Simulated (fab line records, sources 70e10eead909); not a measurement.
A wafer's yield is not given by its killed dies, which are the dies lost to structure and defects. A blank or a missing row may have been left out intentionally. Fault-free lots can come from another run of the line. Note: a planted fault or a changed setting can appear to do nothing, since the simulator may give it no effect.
fab line records    flow nand-harc
[record] lots = 12  wafers = 36  last-day = 34
route steps=1302 shown P_GATE@204 P_CONTACT@219 END@1302
lots that met no fault: from a run of the same line without faults
start-h: hours from the record's opening day to when the first of the lot's shown wafers began    wait-h: how many hours have passed since the lot's step before this one    " identical to the entry in the row above    L1.1+2: a row that stands for several wafers    - either no value or no given start    * or withheld: withheld    < > ~ a bound
route shown NAME@n: names a module that has steps shown in the file, with the first one's number in the route    usual: the fault-free wafers' mean and standard deviation    same: alike in all rows    chamber/n: place in a boat    sites: each site's reading    _std_site: standard deviation across them    _edge_site: mean of outer sites minus mean of inner sites    radius-mm: for every site, how far away it sits from the centre of the wafer    mask NAME#n: copy n    behind: the tool/chamber that last shaped the wafer    hold: why the lot went on hold/how many hours it stayed there/how the hold came to an end    device: names the non-switching transistor (n, p or np)    end of line: tests run on the same wafers once the route is complete    a step with no rows: only its recipe    killed: dies that structure and defects cost at the first sort, which is not the same as the wafer's yield    map: a wafer's dies, x killed, . not, _ none there
set.NAME: the setting as run; set.NAME@STEP: as run at that earlier step    model.NAME: the simulator's own value behind a step, which no gauge read
steps of the route over a sample of lots; a table a step, a row a wafer
services: the hour from which a tool's chamber was out of use, counted from the record's first day as start-h (under 0 if before that day), plus the number of hours and why
[[steps]]
[step NHARC_P_GATE_STRIP_113]
[recipe] power-w = 1500  temp-c = 110  time-s = 740  chemistry = N2/H2
[usual] drypump-motor-current-A = 5.6/0.44  heater-power-w = 91/3.2
lot.wafer  tool             chamber  start-h  wait-h  drypump-motor-current-A  heater-power-w  rf-hours-counter-h
L766.2     plasma-asher-02  1        141.83   0.3     5.1                      92              9
L766.3     "                0        "        "       5.7                      93              -
L766.6     "                1        "        "       5.0                      92              -
L769.1     plasma-asher-01  0        161.91   0.3     6.0                      87              34
L769.4     "                0        "        "       6.0                      90              -
L769.5     "                1        "        "       6.3                      90              -
L770.4     plasma-asher-02  1        174.15   0.3     5.0                      90              -
L770.5     "                1        "        "       5.0                      89              -
L770.6     "                0        "        "       5.7                      94              -
L775.3     plasma-asher-01  0        222.79   0.4     6.0                      85              -
L775.5     "                0        "        "       6.0                      85              -
L775.6     "                1        "        "       6.2                      88              -
L776.1     plasma-asher-01  0        233.19   0.2     6.0                      85              11
L776.4     "                0        "        "       6.0                      83              -
L776.6     "                0        "        "       6.0                      84              -
L778.2     plasma-asher-01  1        264.11   0.4     6.3                      92              17
L778.1     "                0        "        "       6.0                      84              17
L778.3     "                0        "        "       6.0                      85              -
L779.2     plasma-asher-01  1        276.52   0.2     6.2                      89              20
L779.4     "                1        "        "       6.3                      88              -
L779.3     "                0        "        "       6.0                      83              -
L780.2     plasma-asher-02  0        278.70   0.2     5.7                      95              6
L780.1     "                1        "        "       5.1                      94              6
L780.4     "                1        "        "       5.1                      88              -
L781.3     plasma-asher-02  1        285.26   0.4     5.1                      88              -
L781.4     "                0        "        "       5.7                      96              -
L781.5     "                0        "        "       5.7                      94              -
L784.3     plasma-asher-02  0        310.45   0.4     5.7                      95              -
L784.4     "                1        "        "       5.1                      89              -
L784.6     "                1        "        "       5.1                      91              -
L786.4     plasma-asher-02  1        330.98   0.3     5.1                      91              -
L786.3     "                0        "        "       5.7                      96              -
L786.6     "                1        "        "       5.0                      87              -
L787.1     plasma-asher-02  1        342.23   0.5     5.1                      88              19
L787.4     "                1        "        "       5.0                      90              -
L787.6     "                1        "        "       5.1                      89              -
[step NHARC_P_CONTACT_CMP_01]
[recipe] target-thk-nm = 200  material = SiO2
[usual] edge-zone-pressure-frac = 1.000/0.0051  motor-current-A = 11.8/1.1  slurry-filter-dp-kPa = 13.49/0.13
lot.wafer  tool    chamber  start-h  wait-h  edge-zone-pressure-frac  motor-current-A  slurry-filter-dp-kPa
L766.2     cmp-04  3        145.02   -       0.994                    11.5             13.63
L766.3     "       2        "        "       1.001                    13.5             13.46
L766.6     "       3        "        "       0.997                    11.6             13.46
L769.4     cmp-04  3        165.14   -       1.000                    11.1             13.39
L769.1     "       0        "        "       0.999                    12.2             13.61
L769.5     "       3        "        "       0.997                    11.6             13.76
L770.4     cmp-04  0        177.31   -       0.993                    11.8             13.46
L770.6     "       3        "        "       0.999                    11.9             13.46
L770.5     "       0        "        "       0.993                    11.4             13.18
L775.3     cmp-03  0        225.88   -       1.004                    11.5             13.63
L775.5     "       3        "        "       0.996                    11.7             13.54
L775.6     "       0        "        "       1.004                    11.7             13.65
L776.1     cmp-03  1        236.58   -       1.002                    14.1             13.60
L776.4     "       2        "        "       0.992                    10.8             13.49
L776.6     "       0        "        "       1.005                    11.4             13.60
L778.2     cmp-04  1        267.53   -       1.005                    9.9              13.33
L778.1     "       2        "        "       1.010                    13.3             13.56
L778.3     "       0        "        "       0.987                    11.7             13.56
L779.4     cmp-03  1        280.10   -       0.991                    13.5             13.69
L779.3     "       2        "        "       0.999                    10.9             13.46
L779.2     "       3        "        "       1.002                    11.6             13.46
L780.4     cmp-04  0        282.02   -       1.002                    11.6             13.43
L780.2     "       1        "        "       1.006                    10.1             13.24
L780.1     "       2        "        "       1.003                    13.0             13.51
L781.3     cmp-03  0        288.56   -       0.999                    11.3             13.43
L781.4     "       1        "        "       0.992                    13.3             13.48
L781.5     "       0        "        "       1.013                    11.0             13.68
L784.4     cmp-03  3        313.56   -       0.996                    11.9             13.37
L784.3     "       0        "        "       0.996                    11.6             13.30
L784.6     "       0        "        "       1.001                    12.0             13.49
L786.4     cmp-04  1        334.08   -       1.004                    9.7              13.52
L786.3     "       0        "        "       0.992                    12.1             13.54
L786.6     "       1        "        "       1.006                    10.0             13.37
L787.1     cmp-03  2        345.66   -       1.000                    11.0             13.59
L787.4     "       3        "        "       0.991                    11.8             13.51
L787.6     "       0        "        "       0.998                    11.3             13.52
[step NHARC_P_CONTACT_PEB_10]
[recipe] peb-temp-c = 100  peb-time-s = 65
[usual] heater-power-total-W = 156.6/0.43  plate-temp-C = 100.03/0.13
lot.wafer  tool            chamber  start-h  wait-h  heater-power-total-W  plate-temp-C
L766.2     litho-track-06  0        145.77   0.1     156.6                 99.89
L766.3     "               0        "        "       157.2                 99.79
L766.6     "               0        "        "       156.2                 99.90
L769.1     litho-track-01  0        165.87   0.1     156.1                 99.97
L769.4     "               0        "        "       157.2                 100.12
L769.5     "               0        "        "       156.0                 100.11
L770.4     litho-track-06  0        178.03   0.0     156.4                 99.72
L770.5     "               0        "        "       156.4                 99.87
L770.6     "               0        "        "       157.0                 100.02
L775.3     litho-track-01  0        226.61   0.0     156.4                 100.05
L775.5     "               0        "        "       157.1                 99.97
L775.6     "               0        "        "       156.0                 100.11
L776.1     litho-track-04  0        237.27   0.1     157.1                 99.95
L776.4     "               0        "        "       157.1                 99.93
L776.6     "               0        "        "       157.2                 99.97
L778.1     litho-track-04  0        268.28   0.1     163.6                 103.41
L778.2     "               0        "        "       164.2                 103.65
L778.3     "               0        "        "       163.9                 103.77
L779.2     litho-track-04  0        281.37   0.1     163.7                 103.63
L779.3     "               0        "        "       164.4                 103.58
L779.4     "               0        "        "       163.9                 103.67
L780.1     litho-track-06  0        282.77   0.1     156.4                 100.01
L780.2     "               0        "        "       157.2                 99.98
L780.4     "               0        "        "       157.2                 100.10
L781.3     litho-track-06  0        289.32   0.0     156.2                 100.14
L781.4     "               0        "        "       156.5                 100.03
L781.5     "               0        "        "       157.2                 99.95
L784.3     litho-track-06  0        314.31   0.0     156.9                 100.05
L784.4     "               0        "        "       156.1                 100.05
L784.6     "               0        "        "       156.0                 99.98
L786.3     litho-track-04  0        334.83   0.0     156.7                 100.03
L786.4     "               0        "        "       155.9                 99.99
L786.6     "               0        "        "       157.0                 99.94
L787.1     litho-track-01  0        346.35   0.1     157.1                 99.98
L787.4     "               0        "        "       157.1                 100.04
L787.6     "               0        "        "       155.9                 100.10
[step NHARC_P_CONTACT_CD_MEAS_12]
[recipe] target-cd-nm = 90  landing-energy-ev = 500
[usual] cd-nm = 90.0/0.64
lot.wafer  tool       chamber  start-h  wait-h  cd-nm
L766.2     cd-sem-01  0        145.85   -       90.5
L766.3     "          0        "        "       90.4
L766.6     "          0        "        "       90.2
L769.1     cd-sem-03  0        165.95   -       89.8
L769.4     "          0        "        "       88.9
L769.5     "          0        "        "       89.3
L770.4     cd-sem-03  0        178.12   -       89.5
L770.5     "          0        "        "       90.1
L770.6     "          0        "        "       89.4
L775.3     cd-sem-01  0        226.69   -       89.3
L775.5     "          0        "        "       89.8
L775.6     "          0        "        "       89.3
L776.1     cd-sem-03  0        237.35   -       90.7
L776.4     "          0        "        "       91.1
L776.6     "          0        "        "       90.3
L778.1     cd-sem-03  0        268.36   -       102.6
L778.2     "          0        "        "       101.8
L778.3     "          0        "        "       102.1
L779.2     cd-sem-02  0        281.46   -       101.9
L779.3     "          0        "        "       101.9
L779.4     "          0        "        "       102.6
L780.1     cd-sem-03  0        282.85   -       89.0
L780.2     "          0        "        "       89.7
L780.4     "          0        "        "       89.2
L781.3     cd-sem-03  0        289.40   -       90.2
L781.4     "          0        "        "       89.7
L781.5     "          0        "        "       89.8
L784.3     cd-sem-03  0        314.39   -       89.9
L784.4     "          0        "        "       91.4
L784.6     "          0        "        "       90.5
L786.3     cd-sem-02  0        334.91   -       90.2
L786.4     "          0        "        "       89.8
L786.6     "          0        "        "       90.3
L787.1     cd-sem-01  0        346.43   -       89.8
L787.4     "          0        "        "       90.8
L787.6     "          0        "        "       90.2
[step NHARC_P_CONTACT_STRIP_28]
[recipe] o2-flow-sccm = 500  ar-flow-sccm = 0  bias-w = 0  chemistry = O2
[usual] chamber-pressure-mTorr = 60.00/0.061  drypump-motor-current-A = 5.9/0.52  o2-flow-sccm = 500.0/1.5  oes-product-au = 0.998/0.0086  rf-vpp-V = 58.0/0.83  showerhead-plenum-p-Torr = 3.60/0.086  throttle-valve-pct = 17.036/0.0091
lot.wafer  tool         chamber  start-h  wait-h  chamber-pressure-mTorr  drypump-motor-current-A  o2-flow-sccm  oes-product-au  rf-hours-counter-h  rf-vpp-V  showerhead-plenum-p-Torr  throttle-valve-pct
L766.2     rie-diel-08  1        147.02   0.1     59.98                   5.9                      497.9         1.009           3.5                 56.8      3.76                      17.034
L766.3     "            2        "        "       60.03                   5.4                      501.2         1.002           3.4                 58.3      3.57                      17.030
L766.6     "            3        "        "       60.02                   5.5                      503.3         1.021           -                   58.0      3.56                      17.041
L769.1     rie-diel-10  3        167.08   0.1     59.96                   5.1                      498.9         0.987           4.8                 58.3      3.45                      17.043
L769.4     "            0        "        "       59.97                   6.1                      498.5         1.001           4.6                 58.6      3.55                      17.042
L769.5     "            3        "        "       60.05                   5.1                      499.8         0.988           -                   58.6      3.45                      17.023
L770.4     rie-diel-10  1        179.27   0.1     60.02                   6.5                      502.2         0.999           5.0                 57.6      3.67                      17.036
L770.6     "            3        "        "       60.04                   5.1                      500.5         0.995           -                   57.4      3.45                      17.022
L770.5     "            0        "        "       60.01                   6.1                      500.5         0.997           -                   58.2      3.55                      17.038
L775.3     rie-diel-10  1        228.02   0.1     60.05                   6.5                      501.3         0.998           8.6                 57.1      3.67                      17.020
L775.6     "            0        "        "       60.10                   6.1                      499.0         0.993           -                   58.1      3.55                      17.022
L775.5     "            1        "        "       59.92                   6.5                      498.3         1.000           -                   57.7      3.67                      17.039
L776.1     rie-diel-08  1        238.67   0.1     60.00                   5.9                      498.3         1.002           2.3                 57.0      3.76                      17.037
L776.4     "            2        "        "       59.91                   5.4                      502.1         0.984           2.1                 57.8      3.57                      17.030
L776.6     "            3        "        "       60.02                   5.5                      499.8         0.996           -                   57.8      3.55                      17.037
L778.1     rie-diel-13  0        269.49   0.1     59.96                   6.4                      500.7         0.993           2.2                 58.4      3.55                      17.036
L778.3     "            1        "        "       60.03                   5.5                      501.4         0.992           1.9                 57.9      3.65                      17.041
L778.2     "            2        "        "       59.94                   5.5                      498.4         0.997           2.1                 58.4      3.63                      17.038
L779.2     rie-diel-10  1        282.62   0.1     59.92                   6.5                      497.9         1.006           2.0                 58.5      3.67                      17.029
L779.3     "            2        "        "       60.11                   6.7                      500.7         1.008           1.9                 59.4      3.75                      17.038
L779.4     "            0        "        "       60.04                   6.1                      502.3         1.001           2.1                 57.0      3.55                      17.051
L780.1     rie-diel-08  2        283.98   0.1     60.03                   5.4                      498.0         0.991           3.4                 58.1      3.57                      17.045
L780.2     "            3        "        "       59.98                   5.5                      499.0         1.011           2.2                 58.2      3.55                      17.034
L780.4     "            1        "        "       60.10                   5.9                      501.4         1.021           3.3                 57.7      3.76                      17.029
L781.3     rie-diel-13  1        290.55   0.1     60.02                   5.6                      502.0         0.990           2.5                 59.4      3.65                      17.043
L781.4     "            3        "        "       59.96                   6.1                      502.1         1.003           2.9                 58.1      3.62                      17.038
L781.5     "            0        "        "       60.05                   6.5                      501.7         0.995           -                   58.5      3.55                      17.039
L784.4     rie-diel-13  3        315.56   0.1     59.98                   6.1                      499.2         1.009           4.2                 58.9      3.62                      17.031
L784.3     "            0        "        "       60.04                   6.5                      501.5         1.004           4.1                 56.7      3.54                      17.037
L784.6     "            2        "        "       60.07                   5.5                      500.4         1.000           -                   56.9      3.63                      17.044
L786.4     rie-diel-10  3        336.05   0.1     59.89                   5.1                      500.2         0.987           3.0                 58.4      3.44                      17.031
L786.3     "            0        "        "       59.99                   6.1                      497.9         0.979           4.0                 57.5      3.55                      17.048
L786.6     "            2        "        "       60.02                   6.7                      499.1         1.013           -                   58.8      3.75                      17.030
L787.1     rie-diel-08  0        347.58   0.1     59.99                   6.6                      502.0         1.006           5.0                 57.4      3.58                      17.034
L787.4     "            2        "        "       60.01                   5.4                      502.4         0.994           5.2                 56.4      3.57                      17.049
L787.6     "            0        "        "       60.03                   6.6                      502.0         1.004           -                   58.7      3.58                      17.034
[step NHARC_END_SORT_01]
[recipe] temp-c = 25
[usual] killed-at-array = 58/20  killed-at-other = 0.8/1  killed-at-periphery = 4.6/2.8  killed-dies = 63/19  killed-open = 3.4/2  killed-short = 2.4/1.8
[same] gross-dies = 677
lot.wafer  tool       chamber  start-h  wait-h  killed-at-array  killed-at-other  killed-at-periphery  killed-dies  killed-open  killed-short
L779.2     prober-01  0        717.74   2.8     108              1                48                   157          4            2
L779.3     prober-01  0        718.53   3.1     105              2                51                   158          3            1
L779.4     prober-01  0        719.32   3.4     91               0                40                   131          7            2
L778.1     prober-02  0        726.55   2.5     33               1                44                   78           2            2
L778.2     prober-02  0        727.36   2.8     36               2                42                   80           5            3
L778.3     prober-02  0        728.17   3.1     26               2                59                   87           4            2
L784.3     prober-01  0        751.19   3.1     66               1                2                    69           1            4
L784.4     prober-01  0        751.99   3.4     38               0                5                    43           3            2
L784.6     prober-01  0        753.59   4.0     66               0                6                    72           2            1
L781.3     prober-01  0        763.07   3.1     33               0                6                    39           3            4
L781.4     prober-01  0        763.87   3.4     47               0                2                    49           4            1
L781.5     prober-01  0        764.67   3.7     65               0                3                    68           4            2
// killed by level:class
L779.2 P_CONTACT:area-peb=45 A_SLIT:chamber-film-flake=36 A_CHANNEL_HOLE_D1:chamber-film-flake=33 A_CHANNEL_HOLE_D2:chamber-film-flake=16 A_CONTACT:chamber-film-flake=11 A_SGD_CUT:chamber-film-flake=4 A_CHANNEL_FILL_D1:geometric-particle:open=2 P_M1:chamber-film-flake=2
L779.3 P_CONTACT:area-peb=48 A_CHANNEL_HOLE_D1:chamber-film-flake=34 A_SLIT:chamber-film-flake=30 A_CHANNEL_HOLE_D2:chamber-film-flake=21 A_CONTACT:chamber-film-flake=10 A_SGD_CUT:chamber-film-flake=4 A_BLC:geometric-particle:open=2 P_M1:chamber-film-flake=2
L779.4 A_SLIT:chamber-film-flake=34 P_CONTACT:area-peb=34 A_CONTACT:chamber-film-flake=17 A_CHANNEL_HOLE_D1:chamber-film-flake=15 A_CHANNEL_HOLE_D2:chamber-film-flake=11 A_SGD_CUT:chamber-film-flake=5 P_M2:chamber-film-flake=3 A_SOURCE_PLATE:geometric-particle:open=2
L778.1 P_CONTACT:area-peb=41 A_CHANNEL_HOLE_D1:chamber-film-flake=14 A_SLIT:chamber-film-flake=5 A_CONTACT:chamber-film-flake=3 P_M1:chamber-film-flake=2 A_DECK1_JOINT:chamber-film-flake=2 A_CHANNEL_FILL_D2:chamber-film-flake=2 A_STAIRCASE:chamber-film-flake=2
L778.2 P_CONTACT:area-peb=38 A_CHANNEL_HOLE_D1:chamber-film-flake=12 A_SLIT:chamber-film-flake=4 A_DECK1_JOINT:geometric-particle:open=3 P_M1:chamber-film-flake=3 A_CHANNEL_FILL_D1:chamber-film-flake=3 A_WL_FILL:chamber-film-flake=3 A_CONTACT:chamber-film-flake=3
L778.3 P_CONTACT:area-peb=53 A_CHANNEL_HOLE_D1:chamber-film-flake=8 P_M1:chamber-film-flake=5 A_SLIT:chamber-film-flake=4 A_SGD_CUT:geometric-particle:open=2 A_WL_FILL:geometric-particle:short=2 A_CHANNEL_FILL_D1:chamber-film-flake=2 A_DECK1_JOINT:chamber-film-flake=2
L784.3 A_SLIT:chamber-film-flake=31 A_CHANNEL_HOLE_D1:chamber-film-flake=14 A_CONTACT:chamber-film-flake=5 A_CHANNEL_FILL_D1:chamber-film-flake=4 A_M1:chamber-film-flake=4 A_WL_FILL:geometric-particle:short=3 A_ONON_D1:geometric-particle:short=1 A_CONTACT:geometric-particle:open=1
L784.4 A_SLIT:chamber-film-flake=17 A_CHANNEL_HOLE_D1:chamber-film-flake=7 A_CONTACT:chamber-film-flake=3 P_M0:chamber-film-flake=2 A_M1:chamber-film-flake=2 P_M0:geometric-particle:open=1 A_DECK1_JOINT:geometric-particle:short=1 A_SGD_CUT:geometric-particle:open=1
L784.6 A_SLIT:chamber-film-flake=36 A_CHANNEL_HOLE_D1:chamber-film-flake=12 A_CONTACT:chamber-film-flake=5 P_GATE:chamber-film-flake=4 A_M1:chamber-film-flake=3 A_CHANNEL_FILL_D1:chamber-film-flake=2 A_DECK1_JOINT:chamber-film-flake=2 A_ONON_D1:geometric-particle:open=1
L781.3 A_SLIT:chamber-film-flake=22 A_CHANNEL_HOLE_D1:chamber-film-flake=4 P_M0:geometric-particle:short=2 A_WL_FILL:chamber-film-flake=2 A_CONTACT:chamber-film-flake=2 P_M0:geometric-particle:open=1 P_M1:geometric-particle:open=1 A_WL_FILL:geometric-particle:short=1
L781.4 A_SLIT:chamber-film-flake=25 A_CHANNEL_HOLE_D1:chamber-film-flake=8 A_STAIRCASE:chamber-film-flake=3 A_CONTACT:chamber-film-flake=3 A_WL_FILL:geometric-particle:open=2 A_WL_FILL:chamber-film-flake=2 A_ONON_D1:geometric-particle:open=1 A_ONON_D2:geometric-particle:short=1
L781.5 A_SLIT:chamber-film-flake=39 A_CHANNEL_HOLE_D1:chamber-film-flake=13 A_STAIRCASE:chamber-film-flake=5 A_WL_FILL:chamber-film-flake=2 P_M1:geometric-particle:open=1 A_DECK1_JOINT:geometric-particle:short=1 A_ONON_D2:geometric-particle:short=1 A_ONON_D2:geometric-particle:open=1
[[services]]
tool             chamber  start-h  hours  kind
cmp-03           -        125.52   0.9    repair
rie-diel-08      0        129.75   7.4    repair
rie-diel-10      -        157.75   1.0    repair
cmp-03           -        162.00   4.0    pm
plasma-asher-01  -        165.17   9.0    pm
litho-track-06   -        179.00   7.0    pm
cmp-03           -        183.51   1.4    repair
rie-diel-08      -        190.80   9.0    pm
plasma-asher-01  -        208.77   4.5    repair
cmp-04           -        209.00   4.0    pm
cmp-03           -        210.12   0.7    repair
rie-diel-10      2        221.95   30.9   repair
cmp-03           -        235.10   0.9    repair
rie-diel-10      -        242.50   9.0    pm
plasma-asher-02  -        249.83   9.0    pm
plasma-asher-01  -        254.61   5.7    repair
cmp-03           -        256.10   1.3    repair
cmp-03           -        260.06   4.0    pm
rie-diel-10      3        261.94   11.0   repair
cmp-03           -        276.59   1.0    repair
cmp-04           -        307.00   4.0    pm
cmp-04           -        332.65   0.8    repair
cmp-04           -        336.34   0.7    repair
plasma-asher-01  -        342.17   9.0    pm
[[key]]
[first-sign] step = NHARC_P_CONTACT_PEB_10  reading = plate-temp-C  direction = up  sigmas = 27  usual = *  struck = *
[effect] step = NHARC_P_CONTACT_PEB_10  reading = heater-power-total-W  direction = up  sigmas = 17  usual = *  struck = *
[effect] step = NHARC_P_CONTACT_CD_MEAS_12  reading = cd-nm  direction = up  sigmas = 19  usual = 90.0  struck = 102.2
[effect] step = NHARC_END_SORT_01  reading = killed-at-periphery  direction = up  sigmas = 15  usual = 4.6  struck = 47.3
[more-kills-born-at] NHARC_P_CONTACT_PEB_10@litho-track-04 = 259
met-at NHARC_P_CONTACT_PEB_10
struck-lots L778,L779
tester-left-out L778,L779
not-acting-at NHARC_P_GATE_STRIP_113,NHARC_P_CONTACT_CMP_01,NHARC_P_CONTACT_STRIP_28
onset-between 237.27 268.28
[fault] kind = process-parameter-drift  tool = litho-track-04  chamber = -  onset-h = 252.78  steps = NHARC_P_CONTACT_PEB_10  channel = peb-temp-c  offset = *  shape = step  end-h = 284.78  acts-in = *  stated = *
// tester-left-out: of these lots the tester's yield and bins aren't shown, on N5 and GAA mostly nor the transistor test; their killed dies are dies lost to structure and defects alone, not to doping, threshold or leakage, so they don't give the yield
